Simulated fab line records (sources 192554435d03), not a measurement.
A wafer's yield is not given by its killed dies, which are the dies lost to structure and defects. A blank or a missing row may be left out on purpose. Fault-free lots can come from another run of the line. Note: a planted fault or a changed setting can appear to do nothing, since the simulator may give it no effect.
Chamber matching || flow n5Finfet || N5_SD_EPI_N_ETCH_16 on rieDiel-01 has 4 sister chambers
The step etches SiO2 in CHF3/O2, target depth 5 nm. 24 wafers are shown with their chamber, then 12 later ones without.

WAFERS WITH THEIR CHAMBER
{"wafer": "L075.1", "chamber": 3, "drypumpMotorCurrentA (A)": 6.1, "rfVppV (V)": 518, "showerheadPlenumPTorr (Torr)": 2.40}
{"wafer": "L075.5", "chamber": 1, "drypumpMotorCurrentA (A)": 6.7, "rfVppV (V)": 517, "showerheadPlenumPTorr (Torr)": 2.38}
{"wafer": "L075.6", "chamber": 2, "drypumpMotorCurrentA (A)": 5.1, "rfVppV (V)": 531, "showerheadPlenumPTorr (Torr)": 2.38}
{"wafer": "L076.1", "chamber": 2, "drypumpMotorCurrentA (A)": 5.1, "rfVppV (V)": 531, "showerheadPlenumPTorr (Torr)": 2.38}
{"wafer": "L076.3", "chamber": 1, "drypumpMotorCurrentA (A)": 6.7, "rfVppV (V)": 517, "showerheadPlenumPTorr (Torr)": 2.38}
{"wafer": "L076.5", "chamber": 0, "drypumpMotorCurrentA (A)": 6.0, "rfVppV (V)": 512, "showerheadPlenumPTorr (Torr)": 2.45}
{"wafer": "L080.2", "chamber": 1, "drypumpMotorCurrentA (A)": 6.7, "rfVppV (V)": 516, "showerheadPlenumPTorr (Torr)": 2.38}
{"wafer": "L080.3", "chamber": 3, "drypumpMotorCurrentA (A)": 6.1, "rfVppV (V)": 517, "showerheadPlenumPTorr (Torr)": 2.39}
{"wafer": "L080.6", "chamber": 0, "drypumpMotorCurrentA (A)": 6.0, "rfVppV (V)": 514, "showerheadPlenumPTorr (Torr)": 2.45}
{"wafer": "L081.1", "chamber": 2, "drypumpMotorCurrentA (A)": 5.1, "rfVppV (V)": 530, "showerheadPlenumPTorr (Torr)": 2.38}
{"wafer": "L081.4", "chamber": 1, "drypumpMotorCurrentA (A)": 6.7, "rfVppV (V)": 516, "showerheadPlenumPTorr (Torr)": 2.38}
{"wafer": "L081.6", "chamber": 3, "drypumpMotorCurrentA (A)": 6.1, "rfVppV (V)": 518, "showerheadPlenumPTorr (Torr)": 2.39}
{"wafer": "L082.1", "chamber": 3, "drypumpMotorCurrentA (A)": 6.1, "rfVppV (V)": 518, "showerheadPlenumPTorr (Torr)": 2.39}
{"wafer": "L082.2", "chamber": 0, "drypumpMotorCurrentA (A)": 6.0, "rfVppV (V)": 514, "showerheadPlenumPTorr (Torr)": 2.45}
{"wafer": "L082.5", "chamber": 2, "drypumpMotorCurrentA (A)": 5.1, "rfVppV (V)": 532, "showerheadPlenumPTorr (Torr)": 2.38}
{"wafer": "L085.2", "chamber": 0, "drypumpMotorCurrentA (A)": 6.0, "rfVppV (V)": 514, "showerheadPlenumPTorr (Torr)": 2.44}
{"wafer": "L085.3", "chamber": 3, "drypumpMotorCurrentA (A)": 6.0, "rfVppV (V)": 517, "showerheadPlenumPTorr (Torr)": 2.39}
{"wafer": "L085.5", "chamber": 0, "drypumpMotorCurrentA (A)": 6.0, "rfVppV (V)": 513, "showerheadPlenumPTorr (Torr)": 2.44}
{"wafer": "L087.2", "chamber": 0, "drypumpMotorCurrentA (A)": 6.0, "rfVppV (V)": 513, "showerheadPlenumPTorr (Torr)": 2.44}
{"wafer": "L087.3", "chamber": 2, "drypumpMotorCurrentA (A)": 5.1, "rfVppV (V)": 531, "showerheadPlenumPTorr (Torr)": 2.37}
{"wafer": "L087.5", "chamber": 1, "drypumpMotorCurrentA (A)": 6.7, "rfVppV (V)": 517, "showerheadPlenumPTorr (Torr)": 2.37}
{"wafer": "L089.1", "chamber": 0, "drypumpMotorCurrentA (A)": 6.0, "rfVppV (V)": 512, "showerheadPlenumPTorr (Torr)": 2.44}
{"wafer": "L089.2", "chamber": 3, "drypumpMotorCurrentA (A)": 6.1, "rfVppV (V)": 517, "showerheadPlenumPTorr (Torr)": 2.39}
{"wafer": "L089.5", "chamber": 2, "drypumpMotorCurrentA (A)": 5.2, "rfVppV (V)": 531, "showerheadPlenumPTorr (Torr)": 2.37}

SIGNATURES (means of the wafers above)
{"reading": "drypumpMotorCurrentA", "chamber 0": 6.000, "chamber 1": 6.700, "chamber 2": 5.117, "chamber 3": 6.083, "scatter within a chamber": 0.0289}
{"reading": "rfVppV", "chamber 0": 513.14, "chamber 1": 516.60, "chamber 2": 531.00, "chamber 3": 517.50, "scatter within a chamber": 0.691}
{"reading": "showerheadPlenumPTorr", "chamber 0": 2.4443, "chamber 1": 2.3780, "chamber 2": 2.3767, "chamber 3": 2.3917, "scatter within a chamber": 0.00484}
Rule: for each reading, subtract the chamber's mean from the wafer's reading, divide by that reading's scatter and square the result; add these up over the readings and take the root, which gives the wafer's distance from the chamber. If the next closest chamber is less than 2 further off than the closest, the wafer can't be placed; otherwise it belongs to the closest. The scatter: take each reading less its chamber's mean, square it, sum over the shown wafers, divide by the number of wafers less the number of chambers, and take the root.

WAFERS WHOSE CHAMBER IS MISSING
{"wafer": "L091.1", "drypumpMotorCurrentA (A)": 6.1, "rfVppV (V)": 518, "showerheadPlenumPTorr (Torr)": 2.38}
{"wafer": "L091.2", "drypumpMotorCurrentA (A)": 5.1, "rfVppV (V)": 532, "showerheadPlenumPTorr (Torr)": 2.37}
{"wafer": "L091.5", "drypumpMotorCurrentA (A)": 5.1, "rfVppV (V)": 532, "showerheadPlenumPTorr (Torr)": 2.37}
{"wafer": "L092.1", "drypumpMotorCurrentA (A)": 6.1, "rfVppV (V)": 519, "showerheadPlenumPTorr (Torr)": 2.38}
{"wafer": "L092.2", "drypumpMotorCurrentA (A)": 6.7, "rfVppV (V)": 517, "showerheadPlenumPTorr (Torr)": 2.37}
{"wafer": "L092.3", "drypumpMotorCurrentA (A)": 6.0, "rfVppV (V)": 513, "showerheadPlenumPTorr (Torr)": 2.43}
{"wafer": "L094.2", "drypumpMotorCurrentA (A)": 6.1, "rfVppV (V)": 517, "showerheadPlenumPTorr (Torr)": 2.38}
{"wafer": "L094.4", "drypumpMotorCurrentA (A)": 6.0, "rfVppV (V)": 512, "showerheadPlenumPTorr (Torr)": 2.43}
{"wafer": "L094.5", "drypumpMotorCurrentA (A)": 6.1, "rfVppV (V)": 516, "showerheadPlenumPTorr (Torr)": 2.38}
{"wafer": "L095.2", "drypumpMotorCurrentA (A)": 6.1, "rfVppV (V)": 518, "showerheadPlenumPTorr (Torr)": 2.38}
{"wafer": "L095.3", "drypumpMotorCurrentA (A)": 6.0, "rfVppV (V)": 512, "showerheadPlenumPTorr (Torr)": 2.43}
{"wafer": "L095.4", "drypumpMotorCurrentA (A)": 6.7, "rfVppV (V)": 516, "showerheadPlenumPTorr (Torr)": 2.36}

WHICH CHAMBER EACH WENT THROUGH
{"wafer": "L091.1", "from the rows above": 3, "in truth": 3}
{"wafer": "L091.2", "from the rows above": 2, "in truth": 2}
{"wafer": "L091.5", "from the rows above": 2, "in truth": 2}
{"wafer": "L092.1", "from the rows above": 3, "in truth": 3}
{"wafer": "L092.2", "from the rows above": 1, "in truth": 1}
{"wafer": "L092.3", "from the rows above": 0, "in truth": 0}
{"wafer": "L094.2", "from the rows above": 3, "in truth": 3}
{"wafer": "L094.4", "from the rows above": 0, "in truth": 0}
{"wafer": "L094.5", "from the rows above": 3, "in truth": 3}
{"wafer": "L095.2", "from the rows above": 3, "in truth": 3}
{"wafer": "L095.3", "from the rows above": 0, "in truth": 0}
{"wafer": "L095.4", "from the rows above": 1, "in truth": 1}
Correct placement for 12 of the 12. Not placeable from these rows: 0. Wrongly placed: 0.
